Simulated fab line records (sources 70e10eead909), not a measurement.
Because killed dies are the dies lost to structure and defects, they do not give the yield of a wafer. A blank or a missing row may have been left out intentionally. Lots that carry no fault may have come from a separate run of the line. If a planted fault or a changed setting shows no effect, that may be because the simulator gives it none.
fab line records	flow nandHarc
[record] lots = 12	wafers = 36	lastDay = 24
route steps=1159 shown A_CONTACT@856 END@1159
lots untouched by any fault: they come from a run of this same line in which no faults occurred
startH: hours from the record's opening day to when the first of the lot's shown wafers began	waitH: hours elapsed since this lot's preceding step	" as in the row above	L1.1+2: one row covering several wafers at once	- no value, or no start was given	* or withheld: withheld	< > ~ a bound
route shown NAME@n: a module of which the file shows steps, and the number in the route of the first	usual: average and standard deviation across the fault-free wafers	same: alike in all rows	chamber/n: place in a boat	sites: per-site readings	_std_site: how widely they spread, as a standard deviation	_edge_site: the outer-site mean with the inner-site mean subtracted	radiusMm: for every site, how far away it sits from the centre of the wafer	mask NAME#n: copy n	behind: the tool/chamber that last shaped the wafer	hold: the reason the lot was held/the length of the hold in hours/how it ended	device: the n, p or np transistor that did not switch	end of line: the tests these same wafers got at the end of their route	step lacking rows: just its recipe	killed: dies lost to structure and defects at the first sort, not the wafer's yield	map: shows each die of a wafer: x if killed, . if not, _ if none is there
set.NAME: the setting the step ran with; set.NAME@STEP: the setting that earlier step ran with	model.NAME: the simulator's own value behind a step, which no gauge read
steps of the route over a sample of lots; a table a step, a row a wafer
services: the hour from which a tool's chamber was out of use, counted from the record's first day as startH (under 0 if before that day), plus the number of hours and why
[[steps]]
[step NHARC_A_CONTACT_INSPECT_44]
[usual] rawDefectCount = 27/15
lot.wafer	tool	chamber	startH	waitH	rawDefectCount
L707.2	defectInspect-01	-	375.85	0.0	16
L707.3	"	-	"	"	12
L707.4	"	-	"	"	9
L709.1	defectInspect-02	-	379.76	0.0	29
L709.4	"	-	"	"	33
L709.6	"	-	"	"	32
L708.4	defectInspect-02	-	380.15	0.0	18
L708.5	"	-	"	"	14
L708.6	"	-	"	"	23
L710.2	defectInspect-01	-	390.11	0.0	7
L710.3	"	-	"	"	7
L710.6	"	-	"	"	6
L715.1	defectInspect-01	-	420.88	0.0	23
L715.5	"	-	"	"	20
L715.6	"	-	"	"	22
L718.1	defectInspect-02	-	435.87	0.0	39
L718.2	"	-	"	"	52
L718.4	"	-	"	"	45
L722.1	defectInspect-02	-	466.14	0.0	10
L722.5	"	-	"	"	10
L722.6	"	-	"	"	12
L723.1	defectInspect-02	-	467.28	0.0	39
L723.3	"	-	"	"	57
L723.4	"	-	"	"	60
L725.1	defectInspect-01	-	475.49	0.0	15
L725.4	"	-	"	"	6
L725.6	"	-	"	"	8
L724.1	defectInspect-01	-	475.89	0.0	51
L724.2	"	-	"	"	45
L724.5	"	-	"	"	58
L726.2	defectInspect-01	-	482.86	0.0	59
L726.3	"	-	"	"	54
L726.4	"	-	"	"	47
L729.3	defectInspect-01	-	503.05	0.0	13
L729.5	"	-	"	"	16
L729.6	"	-	"	"	14
[step NHARC_A_CONTACT_ETCH_48]
[recipe] targetDepthA = 390	overEtchFrac = 0.3	timeS = 65	ionEnergyEv = 80	cf4FlowSccm = 150	arFlowSccm = 0	rfW = 300	biasW = 100	chemistry = CF4
[usual] drypumpMotorCurrentA = 5.7/0.53	oesProductAu = 1.001/0.0091	rfFwdPowerW = 297.8/1.3	rfVppV = 151.2/1.2	showerheadPlenumPTorr = 1.76/0.068	throttleValvePct = 13.283/0.0086
lot.wafer	tool	chamber	startH	waitH	drypumpMotorCurrentA	oesProductAu	rfFwdPowerW	rfHoursCounterH	rfVppV	showerheadPlenumPTorr	throttleValvePct
L707.2	rieDiel-08	2	376.03	0.1	6.0	1.009	297.4	14	151.2	1.75	13.280
L707.3	"	1	"	"	6.6	0.997	298.3	16	151.2	1.71	13.285
L707.4	"	2	"	"	6.0	1.003	297.5	-	150.8	1.75	13.278
L709.1	rieDiel-08	3	379.92	0.1	5.2	1.003	299.7	14	150.2	1.68	13.288
L709.4	"	0	"	"	5.5	1.028	298.4	16	150.0	1.78	13.279
L709.6	"	1	"	"	6.5	1.002	297.2	-	150.7	1.71	13.277
L708.4	rieDiel-07	1	380.31	0.1	6.0	1.006	297.3	48	149.9	1.66	13.288
L708.5	"	2	"	"	4.9	0.998	299.1	-	150.9	1.76	13.284
L708.6	"	3	"	"	5.7	1.004	296.3	-	153.5	1.89	13.278
L710.2	rieDiel-07	2	390.30	0.1	4.8	0.998	300.2	64	148.9	1.75	13.284
L710.3	"	1	"	"	6.0	0.993	298.6	53	149.8	1.66	13.280
L710.6	"	2	"	"	4.9	0.997	299.7	-	150.2	1.75	13.291
L715.1	rieDiel-08	3	421.03	0.1	5.2	0.991	298.0	23	150.2	1.68	13.265
L715.6	"	2	"	"	6.1	0.995	298.1	-	149.9	1.75	13.280
L715.5	"	3	"	"	5.2	0.987	296.2	-	151.2	1.68	13.294
L718.1	rieDiel-05	2	436.02	0.1	6.3	1.011	299.9	29	152.8	1.88	13.289
L718.4	"	3	"	"	5.0	1.015	298.3	30	151.0	1.82	13.281
L718.2	"	0	"	"	5.3	1.002	299.7	30	151.8	1.86	13.287
L722.1	rieDiel-05	1	466.31	0.1	6.1	0.994	299.1	43	152.0	1.76	13.284
L722.6	"	2	"	"	6.3	1.001	299.1	-	152.3	1.88	13.285
L722.5	"	3	"	"	5.0	1.007	296.9	-	151.4	1.81	13.276
L723.1	rieDiel-05	2	467.44	0.1	6.3	0.997	297.7	44	152.7	1.88	13.292
L723.4	"	3	"	"	5.0	1.006	296.4	46	151.3	1.81	13.275
L723.3	"	0	"	"	5.3	1.011	298.6	45	152.1	1.86	13.296
L725.1	rieDiel-08	0	475.64	0.1	5.6	1.019	299.0	35	150.8	1.77	13.301
L725.4	"	2	"	"	6.0	1.012	297.4	33	150.9	1.75	13.269
L725.6	"	1	"	"	6.5	0.999	297.9	-	149.5	1.71	13.260
L724.2	rieDiel-05	3	476.04	0.1	5.0	1.005	295.3	51	151.3	1.81	13.279
L724.1	"	1	"	"	6.1	1.003	296.2	49	151.5	1.76	13.289
L724.5	"	3	"	"	5.0	1.004	297.1	-	150.4	1.81	13.268
L726.3	rieDiel-05	3	483.02	0.1	5.0	1.004	296.1	53	151.7	1.81	13.292
L726.2	"	0	"	"	5.3	1.005	298.5	53	151.1	1.86	13.290
L726.4	"	1	"	"	6.1	1.009	299.2	51	150.7	1.76	13.278
L729.3	rieDiel-08	0	503.21	0.1	5.6	0.990	298.4	4	151.7	1.77	13.273
L729.5	"	2	"	"	6.0	0.987	297.6	-	152.1	1.75	13.291
L729.6	"	3	"	"	5.2	1.000	297.7	-	150.3	1.67	13.277
[step NHARC_A_CONTACT_ETCH_51]
[recipe] targetDepthA = 36000	overEtchFrac = 0.3	timeS = 936	ionEnergyEv = 150	o2FlowSccm = 400	cosFlowSccm = 20	arFlowSccm = 0	rfW = 500	biasW = 300	chemistry = O2/COS
[usual] cosFlowSccm = 20.00/0.064	drypumpMotorCurrentA = 5.7/0.52	oesProductAu = 1.001/0.009	rfFwdPowerW = 499.5/1.4	rfVppV = 314.0/2	showerheadPlenumPTorr = 3.11/0.12	throttleValvePct = 28.332/0.008
lot.wafer	tool	chamber	startH	waitH	cosFlowSccm	drypumpMotorCurrentA	oesProductAu	rfFwdPowerW	rfHoursCounterH	rfVppV	showerheadPlenumPTorr	throttleValvePct
L707.3	rieDiel-08	0	376.63	-	20.00	5.6	1.010	500.3	16	315.2	3.14	28.335
L707.2	"	2	"	"	20.05	6.0	1.002	496.4	14	313.8	3.10	28.341
L707.4	"	0	"	"	19.95	5.6	1.008	499.4	-	314.8	3.13	28.319
L709.1	rieDiel-08	3	380.54	-	19.99	5.2	1.004	498.9	14	310.5	2.96	28.340
L709.4	"	1	"	"	19.98	6.5	0.996	500.2	17	313.1	3.02	28.331
L709.6	"	3	"	"	19.97	5.2	1.005	502.0	-	312.5	2.96	28.320
L708.4	rieDiel-07	1	380.89	-	19.93	6.1	1.005	497.8	49	312.1	2.92	28.332
L708.5	"	0	"	"	20.01	5.3	0.996	501.8	-	314.2	3.05	28.337
L708.6	"	1	"	"	19.99	6.1	1.002	496.6	-	310.8	2.92	28.330
L710.3	rieDiel-07	3	390.89	-	20.00	5.7	1.018	498.8	59	317.9	3.34	28.335
L710.2	"	1	"	"	20.01	6.1	1.005	498.4	53	310.3	2.92	28.334
L710.6	"	2	"	"	20.14	4.9	1.000	498.8	-	312.7	3.10	28.333
L715.1	rieDiel-08	0	421.55	-	19.93	5.6	1.014	500.8	25	314.5	3.13	28.319
L715.6	"	0	"	"	19.93	5.6	1.020	500.9	-	312.9	3.13	28.322
L715.5	"	1	"	"	20.04	6.5	1.003	498.5	-	312.8	3.02	28.320
L718.2	rieDiel-05	2	436.60	-	19.95	6.3	0.991	498.1	29	317.0	3.32	28.330
L718.4	"	3	"	"	19.97	5.0	1.004	499.6	31	314.1	3.21	28.330
L718.1	"	0	"	"	19.98	5.3	0.995	500.4	30	316.9	3.29	28.328
L722.1	rieDiel-05	2	466.94	-	19.99	6.3	0.994	497.9	43	319.2	3.32	28.331
L722.5	"	0	"	"	20.03	5.3	1.006	497.4	-	317.0	3.28	28.338
L722.6	"	1	"	"	20.06	6.1	1.003	501.3	-	312.3	3.11	28.333
L723.4	rieDiel-05	1	468.01	-	20.09	6.1	1.294	501.3	44	314.1	3.11	28.329
L723.1	"	2	"	"	20.11	6.3	1.295	498.9	44	317.5	3.32	28.330
L723.3	"	0	"	"	20.07	5.3	1.294	501.7	46	317.3	3.28	28.327
L725.4	rieDiel-08	3	476.22	-	20.02	5.2	1.007	500.4	33	309.7	2.95	28.325
L725.1	"	0	"	"	20.00	5.6	1.026	500.5	35	314.8	3.13	28.323
L725.6	"	3	"	"	20.00	5.2	0.999	499.5	-	311.0	2.95	28.340
L724.1	rieDiel-05	3	476.71	-	20.05	5.0	1.293	497.7	51	315.3	3.20	28.331
L724.2	"	0	"	"	20.05	5.3	1.303	499.5	51	316.9	3.28	28.331
L724.5	"	2	"	"	19.98	6.3	1.283	500.4	-	316.5	3.31	28.333
L726.3	rieDiel-05	1	483.96	-	20.03	6.1	1.293	499.6	52	314.1	3.10	28.346
L726.4	"	3	"	"	20.04	5.0	1.292	499.6	54	317.9	3.20	28.338
L726.2	"	0	"	"	20.01	5.3	1.293	500.1	54	316.7	3.28	28.345
L729.3	rieDiel-08	0	503.78	-	19.99	5.6	0.997	500.3	4	313.1	3.12	28.340
L729.6	"	3	"	"	20.17	5.2	1.002	501.2	-	311.6	2.95	28.327
L729.5	"	0	"	"	19.92	5.6	1.001	500.1	-	313.0	3.12	28.339
[step NHARC_A_CONTACT_ETCH_113]
[recipe] sourceW = withheld	pressureMtorr = 20	biasV = 3000	timeS = 94	targetDepthA = 9220	arFlowSccm = withheld	c4f8FlowSccm = withheld	o2FlowSccm = withheld	chemistry = C4F8/O2/Ar
lot.wafer	tool	chamber	startH	waitH	rfHoursCounterH
L707.2	harCapEtch-02	0	377.73	0.1	11
L707.3	"	1	"	"	-
L707.4	"	0	"	"	-
L709.1	harCapEtch-01	0	381.51	0.1	57
L709.4	"	0	"	"	-
L709.6	"	1	"	"	-
L708.4	harCapEtch-02	0	381.82	0.1	-
L708.5	"	1	"	"	-
L708.6	"	0	"	"	-
L710.2	harCapEtch-01	0	391.80	0.1	60
L710.3	"	0	"	"	-
L710.6	"	0	"	"	-
L715.1	harCapEtch-03	0	422.52	0.1	87
L715.6	"	1	"	"	-
L715.5	"	0	"	"	-
L718.2	harCapEtch-01	1	437.48	0.1	68
L718.1	"	0	"	"	68
L718.4	"	1	"	"	-
L722.1	harCapEtch-01	0	467.76	0.1	73
L722.5	"	0	"	"	-
L722.6	"	1	"	"	-
L723.1	harCapEtch-03	1	468.97	0.1	96
L723.3	"	1	"	"	-
L723.4	"	0	"	"	-
L725.1	harCapEtch-03	0	477.13	0.1	97
L725.4	"	1	"	"	-
L725.6	"	0	"	"	-
L724.1	harCapEtch-02	1	477.53	0.1	31
L724.2	"	0	"	"	31
L724.5	"	0	"	"	-
L726.2	harCapEtch-03	1	484.91	0.1	98
L726.3	"	1	"	"	-
L726.4	"	0	"	"	-
L729.3	harCapEtch-03	0	504.69	0.1	-
L729.6	"	0	"	"	-
L729.5	"	1	"	"	-
[step NHARC_END_SORT_01]
[recipe] tempC = 25
[usual] killedAtArray = 27/12	killedAtOther = 0.8/1	killedAtPeriphery = 4.0/2.5	killedDies = 32/11	killedOpen = 3.3/1.8	killedShort = 2.0/1.5
[same] grossDies = 677
lot.wafer	tool	chamber	startH	waitH	killedAtArray	killedAtOther	killedAtPeriphery	killedDies	killedOpen	killedShort
L709.1	prober-01	0	456.75	2.5	30	0	5	35	3	2
L709.4	prober-01	0	459.10	3.4	32	0	6	38	4	3
L709.6	prober-01	0	460.66	3.9	30	0	6	36	5	2
L707.2	prober-02	0	460.31	2.8	13	0	3	16	1	3
L707.3	prober-02	0	461.10	3.1	13	0	7	20	4	1
L707.4	prober-02	0	461.90	3.4	11	1	6	18	4	3
L710.2	prober-01	0	465.20	2.8	15	1	4	20	7	3
L710.3	prober-01	0	465.99	3.1	14	0	3	17	4	2
L710.6	prober-01	0	468.36	4.0	17	0	3	20	5	3
L722.1	prober-02	0	533.11	2.5	17	1	5	23	5	0
L722.5	prober-02	0	536.35	3.7	13	1	12	26	4	5
L722.6	prober-02	0	537.16	4.1	12	0	4	16	3	1
L724.1	prober-01	0	551.74	2.5	42	0	1	43	3	1
L724.2	prober-01	0	552.55	2.8	41	0	2	43	4	2
L724.5	prober-01	0	554.95	3.7	52	0	1	53	2	4
L726.2	prober-02	0	558.39	2.8	53	1	2	56	1	4
L726.3	prober-02	0	559.18	3.1	52	1	1	54	2	2
L726.4	prober-02	0	559.97	3.4	40	1	1	42	2	0
L729.3	prober-02	0	574.30	3.1	14	2	9	25	4	0
L729.5	prober-02	0	575.92	3.7	20	3	6	29	2	2
L729.6	prober-02	0	576.74	4.1	11	2	7	20	3	0
// killed by level:class
L709.1 A_CHANNEL_HOLE_D1:chamberFilmFlake=14 A_SLIT:chamberFilmFlake=6 A_WL_FILL:chamberFilmFlake=3 P_BONDPAD:chamberFilmFlake=2 A_CONTACT:chamberFilmFlake=2 A_M0:chamberFilmFlake=2 P_GATE:geometricParticle:open=1 P_CONTACT:geometricParticle:open=1
L709.4 A_CHANNEL_HOLE_D1:chamberFilmFlake=12 A_SLIT:chamberFilmFlake=9 A_WL_FILL:geometricParticle:short=2 A_CONTACT:geometricParticle:open=2 P_CONTACT:chamberFilmFlake=2 P_BONDPAD:chamberFilmFlake=2 A_STAIRCASE:chamberFilmFlake=2 P_M0:geometricParticle:open=1
L707.2 A_SGD_CUT:geometricParticle:short=2 P_BONDPAD:chamberFilmFlake=2 A_ZERO_WELL:chamberFilmFlake=2 A_CHANNEL_HOLE_D1:chamberFilmFlake=2 A_STAIRCASE:chamberFilmFlake=2 A_SGD_CUT:chamberFilmFlake=2 P_M2:geometricParticle:open=1 A_ONON_D1:geometricParticle:short=1
L709.6 A_SLIT:chamberFilmFlake=12 A_CHANNEL_HOLE_D1:chamberFilmFlake=11 P_CONTACT:chamberFilmFlake=3 P_GATE:geometricParticle:open=2 A_CHANNEL_HOLE_D1:geometricParticle:short=2 A_M0:geometricParticle:open=2 A_CHANNEL_FILL_D1:geometricParticle:open=1 P_BONDPAD:chamberFilmFlake=1
L707.3 P_BONDPAD:chamberFilmFlake=5 A_ZERO_WELL:chamberFilmFlake=3 A_CONTACT:geometricParticle:open=2 A_CHANNEL_HOLE_D1:chamberFilmFlake=2 A_SGD_CUT:chamberFilmFlake=2 P_CONTACT:geometricParticle:open=1 P_M0:geometricParticle:open=1 A_SOURCE_PLATE:geometricParticle:short=1
L707.4 P_BONDPAD:chamberFilmFlake=4 A_WL_FILL:geometricParticle:short=2 A_WL_FILL:chamberFilmFlake=2 P_STI:geometricParticle:open=1 P_CONTACT:geometricParticle:open=1 A_CHANNEL_FILL_D1:geometricParticle:open=1 A_STAIRCASE:geometricParticle:open=1 STARTING-WAFER:geometricParticle:short=1
L710.2 A_CONTACT:geometricParticle:open=3 P_M2:chamberFilmFlake=3 A_STAIRCASE:chamberFilmFlake=3 A_CHANNEL_HOLE_D1:chamberFilmFlake=2 P_CONTACT:geometricParticle:open=1 A_CHANNEL_FILL_D1:geometricParticle:short=1 A_SGD_CUT:geometricParticle:open=1 A_CONTACT:geometricParticle:short=1
L710.3 A_CONTACT:chamberFilmFlake=5 A_STAIRCASE:chamberFilmFlake=2 P_M2:geometricParticle:open=1 A_CHANNEL_HOLE_D1:geometricParticle:open=1 A_CHANNEL_FILL_D1:geometricParticle:short=1 A_WL_FILL:geometricParticle:open=1 A_CONTACT:geometricParticle:open=1 A_M0:geometricParticle:short=1
L710.6 A_CONTACT:chamberFilmFlake=3 A_CHANNEL_FILL_D1:chamberFilmFlake=2 A_SOURCE_PLATE:geometricParticle:open=1 A_CHANNEL_HOLE_D1:geometricParticle:open=1 A_CHANNEL_FILL_D1:geometricParticle:short=1 A_SGD_CUT:geometricParticle:short=1 A_SGD_CUT:geometricParticle:open=1 A_CONTACT:geometricParticle:short=1
L722.1 A_CHANNEL_HOLE_D1:chamberFilmFlake=6 A_CONTACT:chamberFilmFlake=5 A_CONTACT:geometricParticle:open=3 P_ZERO_WELL:chamberFilmFlake=2 P_GATE:chamberFilmFlake=2 P_CONTACT:geometricParticle:open=1 A_WL_FILL:geometricParticle:open=1 A_STAIRCASE:chamberFilmFlake=1
L722.5 A_CHANNEL_HOLE_D1:chamberFilmFlake=6 P_M0:chamberFilmFlake=5 P_CONTACT:geometricParticle:open=2 A_STAIRCASE:geometricParticle:short=2 P_ZERO_WELL:chamberFilmFlake=2 A_WL_FILL:chamberFilmFlake=2 P_GATE:geometricParticle:short=1 P_M0:geometricParticle:short=1
L722.6 A_CHANNEL_HOLE_D1:chamberFilmFlake=5 A_CONTACT:chamberFilmFlake=3 P_CONTACT:geometricParticle:open=2 A_WL_FILL:chamberFilmFlake=2 P_GATE:geometricParticle:short=1 A_CONTACT:geometricParticle:open=1 P_ZERO_WELL:chamberFilmFlake=1 A_STAIRCASE:chamberFilmFlake=1
L724.1 A_CHANNEL_HOLE_D1:chamberFilmFlake=17 A_SLIT:chamberFilmFlake=14 A_CONTACT:chamberFilmFlake=3 A_STAIRCASE:chamberFilmFlake=2 P_GATE:geometricParticle:open=1 A_CHANNEL_FILL_D1:geometricParticle:short=1 A_CHANNEL_FILL_D1:geometricParticle:open=1 A_CONTACT:geometricParticle:open=1
L724.2 A_CHANNEL_HOLE_D1:chamberFilmFlake=16 A_SLIT:chamberFilmFlake=16 A_CONTACT:geometricParticle:open=2 A_STAIRCASE:chamberFilmFlake=2 A_BLC:chamberFilmFlake=2 P_CONTACT:geometricParticle:open=1 A_ONON_D1:geometricParticle:short=1 A_SGD_CUT:geometricParticle:short=1
L724.5 A_CHANNEL_HOLE_D1:chamberFilmFlake=19 A_SLIT:chamberFilmFlake=14 A_CONTACT:chamberFilmFlake=7 A_BLC:chamberFilmFlake=3 A_CHANNEL_HOLE_D1:geometricParticle:short=2 A_STAIRCASE:chamberFilmFlake=2 A_CHANNEL_HOLE_D1:geometricParticle:open=1 A_SGD_CUT:geometricParticle:open=1
L726.2 A_CHANNEL_HOLE_D1:chamberFilmFlake=19 A_SLIT:chamberFilmFlake=17 A_CONTACT:chamberFilmFlake=7 A_STAIRCASE:chamberFilmFlake=5 A_M0:geometricParticle:short=2 P_M0:geometricParticle:open=1 A_SOURCE_PLATE:geometricParticle:short=1 A_CONTACT:geometricParticle:short=1
L726.3 A_CHANNEL_HOLE_D1:chamberFilmFlake=22 A_SLIT:chamberFilmFlake=13 A_CONTACT:chamberFilmFlake=8 A_STAIRCASE:chamberFilmFlake=3 A_M1:chamberFilmFlake=3 P_CONTACT:geometricParticle:open=1 A_ONON_D1:geometricParticle:open=1 A_ONON_D1:geometricParticle:short=1
L726.4 A_CHANNEL_HOLE_D1:chamberFilmFlake=21 A_SLIT:chamberFilmFlake=13 A_STAIRCASE:chamberFilmFlake=3 A_CONTACT:chamberFilmFlake=3 P_CONTACT:geometricParticle:open=1 STARTING-WAFER:geometricParticle:open=1
L729.3 P_M1:chamberFilmFlake=6 A_CHANNEL_HOLE_D1:chamberFilmFlake=5 A_CONTACT:chamberFilmFlake=5 A_ONON_D1:geometricParticle:open=2 P_STI:chamberFilmFlake=2 THIN_TSV:chamberFilmFlake=2 P_CONTACT:geometricParticle:open=1 A_M0:geometricParticle:open=1
L729.5 A_CHANNEL_HOLE_D1:chamberFilmFlake=6 A_CONTACT:chamberFilmFlake=5 P_M1:chamberFilmFlake=4 A_STAIRCASE:chamberFilmFlake=4 THIN_TSV:chamberFilmFlake=3 A_CONTACT:geometricParticle:short=2 P_STI:chamberFilmFlake=2 A_M0:geometricParticle:open=1
L729.6 P_M1:chamberFilmFlake=6 A_CHANNEL_HOLE_D1:chamberFilmFlake=4 A_STAIRCASE:chamberFilmFlake=2 THIN_TSV:chamberFilmFlake=2 P_GATE:geometricParticle:open=1 A_WL_FILL:geometricParticle:open=1 A_BLC:geometricParticle:open=1 A_CHANNEL_FILL_D1:chamberFilmFlake=1
[[services]]
tool	chamber	startH	hours	kind
rieDiel-08	0	360.04	-	clean
rieDiel-08	1	360.04	-	clean
rieDiel-08	2	360.04	-	clean
rieDiel-08	3	360.04	-	clean
harCapEtch-02	-	368.56	0.1	repair
rieDiel-05	0	374.27	-	clean
rieDiel-05	1	374.27	-	clean
rieDiel-05	2	374.27	-	clean
rieDiel-05	3	374.27	-	clean
rieDiel-08	3	375.86	2.3	repair
rieDiel-08	0	384.60	-	clean
rieDiel-08	1	384.60	-	clean
rieDiel-08	2	384.60	-	clean
rieDiel-08	3	384.60	-	clean
rieDiel-05	0	394.89	4.7	repair
rieDiel-07	3	395.32	2.2	repair
rieDiel-05	1	399.02	-	clean
rieDiel-05	2	399.02	-	clean
rieDiel-05	3	399.02	-	clean
rieDiel-07	-	405.70	9.0	pm
rieDiel-08	0	409.17	-	clean
rieDiel-08	1	409.17	-	clean
rieDiel-08	2	409.17	-	clean
rieDiel-07	-	477.77	0.5	repair
[[key]]
[firstSign] step = NHARC_A_CONTACT_ETCH_51	reading = oesProductAu	direction = up	sigmas = 33	usual = 1.001	struck = 1.293
effect none on later readings
metAt NHARC_A_CONTACT_ETCH_51
struckLots L723,L724,L726
testerLeftOut L723,L724,L726
notActingAt NHARC_A_CONTACT_INSPECT_44,NHARC_A_CONTACT_ETCH_48,NHARC_A_CONTACT_ETCH_113
onsetBetween 466.94 468.01
[fault] kind = processParameterDrift	tool = rieDiel-05	chamber = -	onsetH = 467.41	steps = NHARC_A_CONTACT_ETCH_51	channel = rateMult	offset = 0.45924	shape = step	endH = 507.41
// testerLeftOut: of these lots the tester's yield and bins aren't shown, on N5 and GAA mostly nor the transistor test; their killed dies are dies lost to structure and defects alone, not to doping, threshold or leakage, so they don't give the yield
